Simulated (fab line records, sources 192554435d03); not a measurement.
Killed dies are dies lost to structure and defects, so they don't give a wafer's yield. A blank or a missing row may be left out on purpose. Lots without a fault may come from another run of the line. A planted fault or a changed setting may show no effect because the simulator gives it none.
A struck lot beside a sound one | flow n5_finfet | 34 steps out of a route of 1938
Sound: wafers L731.3, L731.4, L731.6. Struck: wafer L737.4. (L737.3, L737.5 of the same lot were not struck and are left out.) The cause comes at the end.
At each step with rows: each side's tool, then ch and its chambers, then its first start. Under that, the readings that differ: sound wafers | struck wafers | difference of the means | sigmas: that difference in standard deviations of wafers without a fault.
alike: readings whose means differ by less than 2 such deviations, and words and numbers that are the same on both sides. not compared: withheld readings, readings that some wafer has no value for, bounds like >300 that may hide the same value, and numbers for which the record gives no deviation and whose values overlap.
The two part at a step that has a row with sigmas, a row that says differs or no value, or rows on one side only. Numbers that don't overlap but have no deviation are shown without sigmas and don't part them. A reading that every wafer of one side lacks parts them only if that side has two wafers or more.

first, 11 steps without rows for these wafers: N5_BEOL_M14_TRENCH_ETCH_34 (etches SiO2 in C4F8/O2/Ar, target depth 556.65 nm, time 126.9 s); N5_BEOL_M14_STRIP_70 (strips in C4F8/O2/Ar); N5_BEOL_M14_STRIP_37 (strips in O2); N5_BEOL_M14_ETCH_38 (etches SiCN in CF4/N2, target depth 106.5 nm, time 120.6 s); N5_BEOL_M14_PRECLEAN_39 (cleans in residue remover, time 60 s); N5_BEOL_M14_SRD_40 (time 30 s, dry time 30 s); N5_BEOL_M14_DEGAS_41 (time 60 s); N5_BEOL_M14_PRE_CLEAN_42 (time 30 s); N5_BEOL_M14_SPUTTER_43 (material TaN, target thk 15 nm, time 24.19 s); N5_BEOL_M14_SPUTTER_44 (material Ta, target thk 15 nm, time 24.19 s); N5_BEOL_M14_SPUTTER_45 (material Cu, target thk 100 nm, time 16.67 s).
N5_BEOL_M14_ECD_47: material Cu, target thk 1248 nm.
  sound on ecd_cu-01 ch 0,1, day 12 18:53; struck on ecd_cu-01 ch 0,1, day 15 07:25
then, 21 steps without rows for these wafers: N5_BEOL_M14_ANNEAL_48 (time 90 s); N5_BEOL_M14_CMP_49 (polishes, stops on SiO2, t overpolish 5.2 s, target thk 560 nm); N5_BEOL_M14_PRE_CLEAN_52 (time 15 s); N5_BEOL_M14_DEP_53 (deposits SiCN from 3MS/NH3, target thk 50 nm, time 17.8 s); N5_BEOL_M15_ILD_DEP_00 (deposits SiO2 from TEOS/O2, target thk 1629.3 nm, time 346.1 s); N5_BEOL_M15_COAT_58 (time 60 s, resist thk 89 nm); N5_BEOL_M15_COAT_04 (resist thk 800 nm); N5_BEOL_M15_EBR_06; N5_BEOL_M15_SOFTBAKE_05 (time 60 s); N5_BEOL_M15_EXPOSE_07 (exposes mask V14); N5_BEOL_M15_PEB_08 (peb time 90 s); N5_BEOL_M15_DEVELOP_09 (develop time 45 s); N5_BEOL_M15_HARDBAKE_14 (time 120 s); N5_BEOL_M15_DESCUM_15 (chemistry O2, time 7.9 s); N5_BEOL_M15_ETCH_59 (etches BARC in N2/H2, target depth 89 nm, overetch 26.7 nm, time 67.9 s); N5_BEOL_M15_VIA_ETCH_16 (etches SiO2 in C4F8/O2/Ar, target depth 1792.2 nm); N5_BEOL_M15_STRIP_63 (strips in O2); N5_BEOL_M15_STRIP_64 (strips in O2); N5_BEOL_M15_STRIP_65 (strips in post etch residue remover, time 60 s); N5_BEOL_M15_SRD_66 (time 30 s, dry time 30 s); N5_BEOL_M15_COAT_56 (time 60 s, resist thk 550 nm).
N5_PASSIVATION_PROBE_49:
  sound on prober-02, day 13 21:31; struck on prober-01, day 16 04:12
  reading                  | sound          | struck | difference | sigmas
  defect_limited_yield (%) | 91.4 90.6 92.0 | 59.2   | -32.1      | -25
  killed_at_M4_up          | 10 16 12       | 395    | +382       | +81
  killed_dies              | 101 111 94     | 481    | +379       | +25
  killed_on_rim            | 12 12 13       | 66     | +54        | +12
  sort_bin_5_function (%)  | 5.5 6.1 4.6    | 26.0   | +20.6      | +23
  sort_bin_6_memory (%)    | 2.9 2.8 3.1    | 11.6   | +8.7       | +14
  sort_n_pass              | 1079 1069 1086 | 699    | -379       | -24
  sort_yield_pct (%)       | 91.4 90.6 92.0 | 59.2   | -32.1      | -23
  alike: killed_at_M0_to_M3, killed_at_contacts, killed_at_front_end, killed_at_other, killed_open, killed_short

WHERE THEY PART
Only at N5_PASSIVATION_PROBE_49, within this record.

WHY: what the simulator had put in
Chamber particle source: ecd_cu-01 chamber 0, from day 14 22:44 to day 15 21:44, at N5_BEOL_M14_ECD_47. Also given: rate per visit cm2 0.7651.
